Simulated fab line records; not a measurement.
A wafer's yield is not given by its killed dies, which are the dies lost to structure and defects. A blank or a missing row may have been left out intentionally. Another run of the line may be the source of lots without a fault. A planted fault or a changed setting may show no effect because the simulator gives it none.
fab line records	flow n5-finfet
record: lots: 7	wafers: 21
route steps=1938 shown BEOL_M10@1470 BEOL_M11@1536 BEOL_M12@1609 BEOL_M13@1661 BEOL_M14@1751
start-h: hours from the record's first day to the start of the lot's first wafer shown	wait-h: hours from the lot's prior step to this one	" the same as in the row above	L1.1+2: one row covering several wafers at once	- either no value or no given start	* or withheld: withheld	< > ~ a bound
route shown NAME@n: names a module that has steps shown in the file, with the first one's number in the route	usual: mean and standard deviation over wafers with no fault	same: alike in all rows	chamber/n: place in a boat	sites: each site's reading	_std_site: the standard deviation of these	_edge_site: mean of outer sites minus mean of inner sites	radius-mm: for every site, how far away it sits from the centre of the wafer	mask NAME#n: copy n	behind: the most recent tool/chamber to have shaped the wafer	hold: why the lot was held/for how many hours/how that ended	device: which transistor (n, p or np) failed to switch	end of line: at the end of the route, the tests of the same wafers	for a step that has no rows: nothing shown but its recipe	killed: dies that structure and defects cost at the first sort, which is not the same as the wafer's yield	map: dies across one wafer; x = killed, . = not, _ = none there
set.NAME: the run value of the setting; set.NAME@STEP: its run value at that earlier step	model.NAME: the simulator's own value behind a step, which no gauge read
lots with deliberately changed settings; one table per step, one row per wafer
== steps ==
step: N5_BEOL_M10_ILD_DEP_00
recipe: material: SiCOH_lowk	target-thk-a: 3085.1	temp-c: 300	precursor: DEMS/porogen	pressure-torr: 5	rf-w: 500	time-s: 58
lot.wafer	tool	chamber	start-h	wait-h	set.time-s	model.SiCOH_lowk_of_BEOL_M10_ILD_DEP_00.thk-nm
L074.3	pecvd-02	2	219.94	0.0	58	302.8
L074.5	"	1	"	"	58	299.4
L074.6	"	2	"	"	58	312
L076.1	pecvd-03	2	227.04	0.0	50.37	270
L076.2	"	0	"	"	50.37	270.8
L076.5	"	1	"	"	50.37	274.4
L081.1	pecvd-02	1	262.28	0.0	58	301.4
L081.2	"	2	"	"	58	305.2
L081.6	"	0	"	"	60.31	316
L083.1	pecvd-01	2	288.19	0.0	58	305.8
L083.3	"	1	"	"	58	314
L083.4	"	2	"	"	58	311.2
L086.2	pecvd-02	2	309.70	0.0	58	303
L086.5	"	2	"	"	58	306.4
L086.6	"	0	"	"	58	302
L087.3	pecvd-03	0	309.97	0.0	58	306.2
L087.4	"	0	"	"	58	308.4
L087.5	"	2	"	"	58	309.2
L092.1	pecvd-02	2	361.80	0.0	51.47	271.2
L092.5	"	2	"	"	58	312.4
L092.6	"	1	"	"	51.47	271.8
step: N5_BEOL_M10_CURE_71
recipe: temp-c: 385	time-s: 240	ambient: He/Ar	material: SiCOH_lowk
lot.wafer	tool	chamber	start-h	wait-h	set.time-s@BEOL_M10_ILD_DEP_00	model.SiCOH_lowk_of_BEOL_M10_ILD_DEP_00.thk-nm
L074.3	uv-cure-01	0	220.18	0.2	58	263
L074.5	"	0	"	"	58	260
L074.6	"	0	"	"	58	271
L076.1	uv-cure-01	2	227.12	0.0	50.37	234
L076.2	"	2	"	"	50.37	234.6
L076.5	"	2	"	"	50.37	238
L081.1	uv-cure-01	0	262.68	0.4	58	261.6
L081.2	"	0	"	"	58	265
L081.6	"	0	"	"	60.31	274.6
L083.1	uv-cure-03	0	288.27	0.0	58	265.6
L083.3	"	0	"	"	58	272.8
L083.4	"	0	"	"	58	270.4
L086.2	uv-cure-01	1	309.85	0.1	58	263.2
L086.5	"	1	"	"	58	266.2
L086.6	"	1	"	"	58	262.2
L087.3	uv-cure-02	2	310.21	0.2	58	266
L087.4	"	2	"	"	58	267.8
L087.5	"	2	"	"	58	268.6
L092.1	uv-cure-03	0	361.88	0.0	51.47	235
L092.5	"	0	"	"	58	271.4
L092.6	"	0	"	"	51.47	235.6
step: N5_BEOL_M10_THK_MEAS_01
recipe: reads: SiCOH_lowk_of_BEOL_M10_ILD_DEP_00
usual: M10_ILD_THK: 266/4
lot.wafer	tool	chamber	start-h	wait-h	set.time-s@BEOL_M10_ILD_DEP_00	M10_ILD_THK[nm]
L074.3	film-metro-02	-	220.53	0.3	58	263
L074.5	"	-	"	"	58	260
L074.6	"	-	"	"	58	271
L076.1	film-metro-02	-	228.11	0.8	50.37	234
L076.2	"	-	"	"	50.37	235
L076.5	"	-	"	"	50.37	238
L081.1	film-metro-01	-	263.20	0.4	58	262
L081.2	"	-	"	"	58	265
L081.6	"	-	"	"	60.31	275
L083.1	film-metro-01	-	289.26	0.8	58	266
L083.3	"	-	"	"	58	273
L083.4	"	-	"	"	58	270
L086.2	film-metro-01	-	310.29	0.4	58	263
L086.5	"	-	"	"	58	266
L086.6	"	-	"	"	58	262
L087.3	film-metro-01	-	310.57	0.3	58	266
L087.4	"	-	"	"	58	268
L087.5	"	-	"	"	58	268
L092.1	film-metro-01	-	362.87	0.8	51.47	235
L092.5	"	-	"	"	58	271
L092.6	"	-	"	"	51.47	236
step: N5_BEOL_M11_ILD_DEP_00
recipe: material: SiCOH_lowk	target-thk-a: 3085.1	temp-c: 300	precursor: DEMS/porogen	pressure-torr: 5	rf-w: 500	time-s: 58
lot.wafer	tool	chamber	start-h	wait-h	set.time-s	model.SiCOH_lowk_of_BEOL_M11_ILD_DEP_00.thk-nm
L074.3	pecvd-03	1	227.30	0.0	58	307
L074.5+6	"	0,1	"	"	65.42	352.6
L076.1	pecvd-03	1	235.05	0.0	54.42	290.8
L076.2	"	0	"	"	58	306.8
L076.5	"	2	"	"	58	317.2
L081.1	pecvd-03	2	275.36	0.0	65.26	347.2
L081.2	"	0	"	"	58	306
L081.6	"	2	"	"	58	313
L083.1	pecvd-02	1	295.92	0.0	58	310
L083.3	"	2	"	"	58	311.6
L083.4	"	2	"	"	58	315
L086.2	pecvd-03	0	320.24	0.0	58	307.4
L086.5	"	2	"	"	58	315.6
L086.6	"	1	"	"	62.6	335
L087.3	pecvd-04	1	320.67	0.0	58	306.8
L087.4	"	1	"	"	51.76	274.8
L087.5	"	0	"	"	51.76	280.4
L092.1	pecvd-04	0	370.96	0.0	58	316.2
L092.5	"	1	"	"	58	317.8
L092.6	"	2	"	"	51.76	283.2
step: N5_BEOL_M11_CURE_71
recipe: temp-c: 385	time-s: 240	ambient: He/Ar	material: SiCOH_lowk
lot.wafer	tool	chamber	start-h	wait-h	set.time-s@BEOL_M11_ILD_DEP_00	model.SiCOH_lowk_of_BEOL_M11_ILD_DEP_00.thk-nm
L074.3	uv-cure-03	0	228.15	0.8	58	266.8
L074.5	"	0	"	"	65.42	307
L074.6	"	0	"	"	65.42	307.2
L076.1	uv-cure-03	2	235.13	0.0	54.42	252.4
L076.2	"	2	"	"	58	266.6
L076.5	"	2	"	"	58	275.6
L081.1	uv-cure-02	0	275.44	0.0	65.26	302.4
L081.2	"	0	"	"	58	265.8
L081.6	"	0	"	"	58	272
L083.1	uv-cure-03	2	296.00	0.0	58	269.4
L083.3	"	2	"	"	58	270.6
L083.4	"	2	"	"	58	273.6
L086.2	uv-cure-02	1	320.39	0.1	58	267
L086.5	"	1	"	"	58	274.2
L086.6	"	1	"	"	62.6	291.4
L087.3	uv-cure-01	0	320.91	0.2	58	266.6
L087.4	"	0	"	"	51.76	238.4
L087.5	"	0	"	"	51.76	243.2
L092.1	uv-cure-01	0	371.03	0.0	58	274.8
L092.5	"	0	"	"	58	276.2
L092.6	"	0	"	"	51.76	245.6
step: N5_BEOL_M11_THK_MEAS_01
recipe: reads: SiCOH_lowk_of_BEOL_M11_ILD_DEP_00
usual: M11_ILD_THK: 270/3.4
lot.wafer	tool	chamber	start-h	wait-h	set.time-s@BEOL_M11_ILD_DEP_00	M11_ILD_THK[nm]
L074.3	film-metro-02	-	228.50	0.3	58	267
L074.5	"	-	"	"	65.42	307
L074.6	"	-	"	"	65.42	307
L076.1	film-metro-01	-	235.64	0.4	54.42	252
L076.2	"	-	"	"	58	266
L076.5	"	-	"	"	58	276
L081.1	film-metro-01	-	275.95	0.4	65.26	302
L081.2	"	-	"	"	58	266
L081.6	"	-	"	"	58	272
L083.1	film-metro-02	-	296.99	0.8	58	269
L083.3	"	-	"	"	58	270
L083.4	"	-	"	"	58	274
L086.2	film-metro-01	-	320.83	0.4	58	267
L086.5	"	-	"	"	58	274
L086.6	"	-	"	"	62.6	291
L087.3	film-metro-02	-	321.26	0.3	58	267
L087.4	"	-	"	"	51.76	238
L087.5	"	-	"	"	51.76	243
L092.1	film-metro-01	-	371.55	0.4	58	275
L092.5	"	-	"	"	58	276
L092.6	"	-	"	"	51.76	246
step: N5_BEOL_M12_PEB_08
recipe: peb-temp-c: 130	peb-time-s: 90
lot.wafer	tool	chamber	start-h	wait-h	set.peb-time-s
L074.3+6	litho-track-05	0	234.60	0.0	90
L074.5	"	0	"	"	74.23
L076.1+2+5	litho-track-01	0	244.31	0.1	90
L081.1+2	litho-track-05	0	284.65	0.1	99.92
L081.6	"	0	"	"	90
L083.1+3+4	litho-track-04	0	306.01	0.1	90
L087.3+4	litho-track-01	0	330.25	0.0	90
L087.5	"	0	"	"	108.5
L086.2+5+6	litho-track-01	0	331.76	0.0	90
L092.1+5+6	litho-track-04	0	380.34	0.1	90
step: N5_BEOL_M12_DEVELOP_09
recipe: develop-time-s: 45	rinse-liquid: diw	dry: air-spin	dev-temp-c: 21
step: N5_BEOL_M12_HARDBAKE_14
recipe: temp-c: 130	time-s: 120
step: N5_BEOL_M12_CD_MEAS_10
recipe: target-cd-nm: 140	landing-energy-ev: 500	detector: se-inlens	polarity: opening
usual: cd-nm: 141.0/1.8
lot.wafer	tool	chamber	start-h	wait-h	set.peb-time-s@BEOL_M12_PEB_08	cd-nm
L074.3	cd-sem-01	0	234.71	-	90	140.7
L074.5	"	0	"	"	74.23	134.1
L074.6	"	0	"	"	90	139.2
L076.1	cd-sem-02	0	244.43	-	90	138.1
L076.2	"	0	"	"	90	142.0
L076.5	"	0	"	"	90	143.1
L081.1	cd-sem-01	0	284.76	-	99.92	141.4
L081.2	"	0	"	"	99.92	141.9
L081.6	"	0	"	"	90	139.0
L083.1	cd-sem-03	0	306.12	-	90	141.8
L083.3	"	0	"	"	90	143.1
L083.4	"	0	"	"	90	142.3
L087.3	cd-sem-01	0	330.37	-	90	142.9
L087.4	"	0	"	"	90	139.9
L087.5	"	0	"	"	108.5	149.0
L086.2	cd-sem-02	0	331.87	-	90	142.9
L086.5	"	0	"	"	90	142.5
L086.6	"	0	"	"	90	143.7
L092.1	cd-sem-03	0	380.46	-	90	142.9
L092.5	"	0	"	"	90	143.1
L092.6	"	0	"	"	90	142.3
step: N5_BEOL_M13_COAT_58
recipe: resist: BARC	temp-c: 205	time-s: 60	spin-rpm: 1500	resist-thk-nm: 89
lot.wafer	tool	chamber	start-h	wait-h	set.spin-rpm	model.BARC_of_BEOL_M13_COAT_58.thk-nm
L074.3	litho-track-05	0	243.65	0.0	1500	89.2
L074.5	"	0	"	"	1352	94
L074.6	"	0	"	"	1352	94.2
L076.1+5	litho-track-03	0	248.63	0.0	1500	89
L076.2	"	0	"	"	1500	89.2
L081.1	litho-track-05	0	289.37	0.0	1549	87.6
L081.2+6	"	0	"	"	1500	89
L083.1+4	litho-track-05	0	309.74	0.0	1500	89
L083.3	"	0	"	"	1500	89.2
L087.3+5	litho-track-02	0	335.80	0.0	1367	93.8
L087.4	"	0	"	"	1500	89.4
L086.2+6	litho-track-05	0	337.60	0.0	1500	89
L086.5	"	0	"	"	1500	88.8
L092.1	litho-track-02	0	384.59	0.0	1500	88.6
L092.5	"	0	"	"	1500	88.8
L092.6	"	0	"	"	1423	91.2
step: N5_BEOL_M13_COAT_04
recipe: spin-rpm: 1625	resist-thk-nm: 400
step: N5_BEOL_M13_EBR_06
recipe: solvent: PGMEA	ebr-width-mm: 1.5
step: N5_BEOL_M13_DESCUM_15
recipe: chemistry: O2	time-s: 7.9	source-power-w: 50	bias-power-w: 20	pressure-mtorr: 20	rf-frequency-hz: 2.712e+07	temp-c: 40	o2-flow-sccm: 225
step: N5_BEOL_M13_ETCH_59
recipe: chemistry: N2/H2	target: BARC	target-depth-a: 890	overetch-a: 267	time-s: 67.9	ion-energy-ev: 200	pressure-mtorr: 30	source-w: 840	bias-w: 150	n2-flow-sccm: 200	h2-flow-sccm: 200
lot.wafer	tool	chamber	start-h	wait-h	set.spin-rpm@BEOL_M13_COAT_58	model.etch.depth-nm
L074.3	rie-diel-04	0	244.06	0.0	1500	89.2
L074.5	"	2	"	"	1352	94.05
L074.6	"	1	"	"	1352	94.17
L076.1	rie-diel-03	2	249.02	0.0	1500	88.97
L076.2	"	1	"	"	1500	89.28
L076.5	"	0	"	"	1500	88.99
L081.1	rie-diel-04	1	289.77	0.0	1549	87.66
L081.2+6	"	0,2	"	"	1500	89.02
L083.1	rie-diel-01	0	310.26	0.0	1500	89.02
L083.3	"	1	"	"	1500	89.11
L083.4	"	2	"	"	1500	88.97
L087.3	rie-diel-03	3	336.39	0.0	1367	93.72
L087.4	"	0	"	"	1500	89.33
L087.5	"	1	"	"	1367	93.78
L086.2	rie-diel-03	3	338.12	0.0	1500	88.98
L086.5	"	3	"	"	1500	88.87
L086.6	"	0	"	"	1500	88.97
L092.1	rie-diel-01	2	385.00	0.0	1500	88.59
L092.5	"	2	"	"	1500	88.81
L092.6	"	0	"	"	1423	91.15
step: N5_BEOL_M13_VIA_ETCH_16
recipe: chemistry: C4F8/O2/Ar	target: SiOC	pressure-mtorr: 30	source-w: 3000	bias-w: 700	Ar_flow_sccm: 400	C4F8_flow_sccm: 15	O2_flow_sccm: 8	he-inner-torr: 15	he-outer-torr: 30	target-depth-a: 9217	time-s: withheld	ion-energy-ev: 250	ends: cleared
step: N5_BEOL_M13_STRIP_63
recipe: chemistry: N2/H2	power-w: 1000	temp-c: 250	h2-frac: 0.65	overash-fraction: 0.3	pressure-mtorr: 1000	n2-flow-sccm: 1750	h2-flow-sccm: 3250
step: N5_BEOL_M13_STRIP_64
recipe: chemistry: N2/H2	power-w: 1000	temp-c: 250	h2-frac: 0.65	overash-fraction: 0.3	pressure-mtorr: withheld	n2-flow-sccm: 1750	h2-flow-sccm: 3250
usual: strip-time-to-endpoint-s: 31.33/0.071
lot.wafer	tool	chamber	start-h	wait-h	set.spin-rpm@BEOL_M13_COAT_58	strip-time-to-endpoint-s
L074.3	plasma-asher-01	1	244.42	0.0	1500	31.36
L074.5	"	0	"	"	1352	32.75
L074.6	"	1	"	"	1352	32.79
L076.1	plasma-asher-01	0	249.37	0.0	1500	31.31
L076.2	"	1	"	"	1500	31.38
L076.5	"	1	"	"	1500	31.32
L081.1	plasma-asher-01	0	290.12	0.0	1549	30.93
L081.2	"	1	"	"	1500	31.31
L081.6	"	0	"	"	1500	31.32
L083.1	plasma-asher-01	0	310.60	0.0	1500	31.32
L083.3	"	1	"	"	1500	31.34
L083.4	"	0	"	"	1500	31.29
L087.3	plasma-asher-01	0	336.76	0.0	1367	32.67
L087.4	"	1	"	"	1500	31.40
L087.5	"	1	"	"	1367	32.66
L086.2	plasma-asher-02	0	338.47	0.0	1500	31.32
L086.5	"	0	"	"	1500	31.29
L086.6	"	1	"	"	1500	31.30
L092.1	plasma-asher-02	0	385.48	0.0	1500	31.19
L092.5	"	1	"	"	1500	31.28
L092.6	"	0	"	"	1423	31.95
step: N5_BEOL_M14_ETCH_68
recipe: chemistry: N2/H2	target: SOC	mask-material: SiARC	source-w: 3000	bias-w: 350	temp-c: 40	time-s: 450	ion-energy-ev: 200	pressure-mtorr: 30	n2-flow-sccm: 200	h2-flow-sccm: 200
lot.wafer	tool	chamber	start-h	wait-h	set.time-s	model.SiARC_of_BEOL_M14_COAT_66.thk-nm
L074.3	rie-diel-06	1	250.81	0.1	383.8	72
L074.5	"	0	"	"	450	65.8
L074.6	"	1	"	"	450	66
L076.1	rie-diel-02	0	257.55	0.1	450	65.6
L076.2	"	1	"	"	545.5	55.2
L076.5	"	2	"	"	450	65
L081.1	rie-diel-02	2	295.98	0.1	450	64.4
L081.2	"	1	"	"	450	63.6
L081.6	"	1	"	"	368.6	72.2
L083.1	rie-diel-05	2	316.85	0.1	450	65.4
L083.3	"	0	"	"	450	64.2
L083.4	"	1	"	"	450	66.2
L087.3	rie-diel-06	2	343.13	0.1	523.7	56.6
L087.4	"	3	"	"	523.7	57
L087.5	"	3	"	"	450	64.6
L086.2	rie-diel-05	0	343.55	0.1	450	64.8
L086.5	"	0	"	"	405	69.4
L086.6	"	3	"	"	405	70.2
L092.1	rie-diel-06	1	391.76	0.1	450	63.8
L092.5	"	0	"	"	541.6	55
L092.6	"	2	"	"	450	64.6
step: N5_BEOL_M14_TRENCH_ETCH_34
recipe: chemistry: C4F8/O2/Ar	target: SiO2	target-depth-a: 5566.5	mask-material: SOC	he-inner-torr: 15	he-outer-torr: 30	time-s: 126.9	ion-energy-ev: 800	pressure-mtorr: 20	source-w: 1905	bias-w: 2040	Ar_flow_sccm: 400	C4F8_flow_sccm: 16	O2_flow_sccm: 12
usual: rf-vpp-V: 2240/37
lot.wafer	tool	chamber	start-h	wait-h	set.bias-w	rf-vpp-V
L074.3	rie-diel-06	1	251.09	0.0	2332	2497
L074.5	"	0	"	"	2332	2373
L074.6	"	1	"	"	2040	2280
L076.1	rie-diel-02	0	257.83	0.0	2040	2293
L076.2	"	1	"	"	2040	2192
L076.5	"	2	"	"	2040	2242
L081.1	rie-diel-02	2	296.25	0.0	2040	2243
L081.2	"	1	"	"	1687	1914
L081.6	"	1	"	"	2040	2192
L083.1	rie-diel-05	2	317.13	0.0	2040	2210
L083.3	"	0	"	"	2040	2268
L083.4	"	1	"	"	2040	2260
L087.3	rie-diel-06	2	343.41	0.0	2040	2254
L087.4	"	3	"	"	2040	2226
L087.5	"	3	"	"	2040	2227
L086.2	rie-diel-05	0	343.82	0.0	2040	2268
L086.5	"	0	"	"	2040	2268
L086.6	"	3	"	"	1940	2172
L092.1	rie-diel-06	1	392.03	0.0	2040	2317
L092.5	"	0	"	"	2040	2196
L092.6	"	2	"	"	2040	2254
step: N5_BEOL_M14_DEP_53
recipe: material: SiCN	target-thk-a: 500	temp-c: withheld	precursor: 3MS/NH3	pressure-torr: 3	rf-w: 675	time-s: 17.8
lot.wafer	tool	chamber	start-h	wait-h	set.time-s	model.SiCN_of_BEOL_M14_DEP_53.thk-nm
L074.3	pecvd-01	0	254.64	0.0	17.8	49.2
L074.5	"	1	"	"	20.27	56.2
L074.6	"	2	"	"	17.8	50.6
L076.1	pecvd-03	1	262.27	0.0	17.8	49
L076.2	"	2	"	"	18.9	52.8
L076.5	"	1	"	"	18.9	53.6
L081.1	pecvd-03	1	300.22	0.0	19.35	54.2
L081.2	"	0	"	"	19.35	53.4
L081.6	"	2	"	"	19.35	55.4
L083.1	pecvd-02	0	320.66	0.0	17.8	49.4
L083.3	"	2	"	"	17.8	50.4
L083.4	"	1	"	"	17.8	50.8
L087.3	pecvd-01	2	349.03	0.0	17.8	49.6
L087.4	"	1	"	"	17.8	50.4
L087.5	"	2	"	"	19.28	54.2
L086.2+5	pecvd-01	0,2	349.27	0.0	17.8	50.6
L086.6	"	0	"	"	17.8	51.4
L092.1	pecvd-03	0	399.53	0.0	17.8	49.4
L092.5	"	1	"	"	17.8	51.2
L092.6	"	0	"	"	17.8	50.6
== key ==
split: step: N5_BEOL_M10_ILD_DEP_00	setting: time-s	stated: 58	by: wafer
response: step: N5_BEOL_M10_ILD_DEP_00	reading: model.SiCOH_lowk_of_BEOL_M10_ILD_DEP_00.thk-nm	change: +3.58	per: 1%	r: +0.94
response: step: N5_BEOL_M10_CURE_71	reading: model.SiCOH_lowk_of_BEOL_M10_ILD_DEP_00.thk-nm	change: +3.17	per: 1%	r: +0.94
response: step: N5_BEOL_M10_THK_MEAS_01	reading: M10_ILD_THK	change: +3.15	per: 1%	r: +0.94
split: step: N5_BEOL_M11_ILD_DEP_00	setting: time-s	stated: 58	by: wafer
response: step: N5_BEOL_M11_ILD_DEP_00	reading: model.SiCOH_lowk_of_BEOL_M11_ILD_DEP_00.thk-nm	change: +3.14	per: 1%	r: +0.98
response: step: N5_BEOL_M11_CURE_71	reading: model.SiCOH_lowk_of_BEOL_M11_ILD_DEP_00.thk-nm	change: +2.78	per: 1%	r: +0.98
response: step: N5_BEOL_M11_THK_MEAS_01	reading: M11_ILD_THK	change: +2.78	per: 1%	r: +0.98
split: step: N5_BEOL_M12_PEB_08	setting: peb-time-s	stated: 90	by: wafer
response: step: N5_BEOL_M12_CD_MEAS_10	reading: cd-nm	change: +0.335	per: 1%	r: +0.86
split: step: N5_BEOL_M13_COAT_58	setting: spin-rpm	stated: 1500	by: wafer
response: step: N5_BEOL_M13_COAT_58	reading: model.BARC_of_BEOL_M13_COAT_58.thk-nm	change: -0.492	per: 1%	r: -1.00
response: step: N5_BEOL_M13_ETCH_59	reading: model.etch.depth-nm	change: -0.491	per: 1%	r: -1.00
response: step: N5_BEOL_M13_STRIP_64	reading: strip-time-to-endpoint-s	change: *	per: 1%	r: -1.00
split: step: N5_BEOL_M14_ETCH_68	setting: time-s	stated: 450	by: wafer
response: step: N5_BEOL_M14_ETCH_68	reading: model.SiARC_of_BEOL_M14_COAT_66.thk-nm	change: -0.46	per: 1%	r: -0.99
split: step: N5_BEOL_M14_TRENCH_ETCH_34	setting: bias-w	stated: 2040	by: wafer
response: step: N5_BEOL_M14_TRENCH_ETCH_34	reading: rf-vpp-V	change: +15	per: 1%	r: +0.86
split: step: N5_BEOL_M14_DEP_53	setting: time-s	stated: 17.8	by: wafer
response: step: N5_BEOL_M14_DEP_53	reading: model.SiCN_of_BEOL_M14_DEP_53.thk-nm	change: +0.495	per: 1%	r: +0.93
